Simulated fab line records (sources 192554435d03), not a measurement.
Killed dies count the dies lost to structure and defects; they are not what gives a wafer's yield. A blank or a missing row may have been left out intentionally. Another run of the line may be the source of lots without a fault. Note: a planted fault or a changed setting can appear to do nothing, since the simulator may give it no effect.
Chamber matching | flow n5 finfet | N5_DUMMY_GATE_ALD_02 on ald sin-01 has 4 sister chambers
The step deposits SiO2, target thk 2 nm, pulse time 1 s. 16 wafers are shown with their chamber, then 8 later ones without.

## WAFERS WITH THEIR CHAMBER
wafer  | chamber | heater power w (W) | precursor pulse height rel
L380.2 | 2       | 562                | 1.005
L380.3 | 1       | 445                | 1.004
L380.5 | 2       | 526                | 0.999
L382.1 | 0       | 452                | 1.053
L382.2 | 1       | 430                | 1.022
L382.5 | 1       | 428                | 1.027
L383.1 | 2       | 556                | 1.011
L383.4 | 3       | 466                | 1.019
L383.6 | 1       | 445                | 0.998
L392.1 | 0       | 461                | 1.000
L392.4 | 1       | 431                | 1.002
L392.5 | 2       | 537                | 0.966
L393.1 | 2       | 546                | 0.996
L393.3 | 3       | 471                | 0.972
L393.6 | 1       | 457                | 0.993
L395.2 | 0       | 462                | 0.999

SIGNATURES (means of the wafers above)
reading                    | chamber 0 | chamber 1 | chamber 2 | chamber 3 | scatter within a chamber
heater power w             | 458.33    | 439.33    | 545.40    | 468.50    | 11.4
precursor pulse height rel | 1.01733   | 1.00767   | 0.99540   | 0.99550   | 0.0207
Rule: distance of a wafer from a chamber = root of the sum over the readings of ((wafer's reading minus chamber's mean) / reading's scatter) squared. If the next closest chamber is less than 2 further off than the closest, the wafer can't be placed; otherwise it belongs to the closest. The scatter: the root of (the sum of the squares of (reading less its chamber's mean) over the shown wafers, divided by (wafers less chambers)).

## WAFERS WHOSE CHAMBER IS MISSING
wafer  | heater power w (W) | precursor pulse height rel
L395.4 | 561                | 1.011
L395.6 | 462                | 0.986
L396.1 | 431                | 1.010
L396.5 | 549                | 0.983
L396.6 | 464                | 1.001
L399.2 | 472                | 0.985
L399.4 | 436                | 0.992
L399.6 | 547                | 0.973

## THE CHAMBER EACH PASSED THROUGH
wafer  | from the rows above          | in truth
L395.4 | 2                            | 2
L395.6 | can't be placed: 3 or 0 or 1 | 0
L396.1 | can't be placed: 1 or 0      | 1
L396.5 | 2                            | 2
L396.6 | can't be placed: 3 or 0 or 1 | 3
L399.2 | can't be placed: 3 or 0      | 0
L399.4 | can't be placed: 1 or 0      | 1
L399.6 | 2                            | 2
3 of 8 placed correctly. Cannot be placed on the basis of these rows: 5; the candidates contain the true chamber in 5. Placed wrongly: 0.
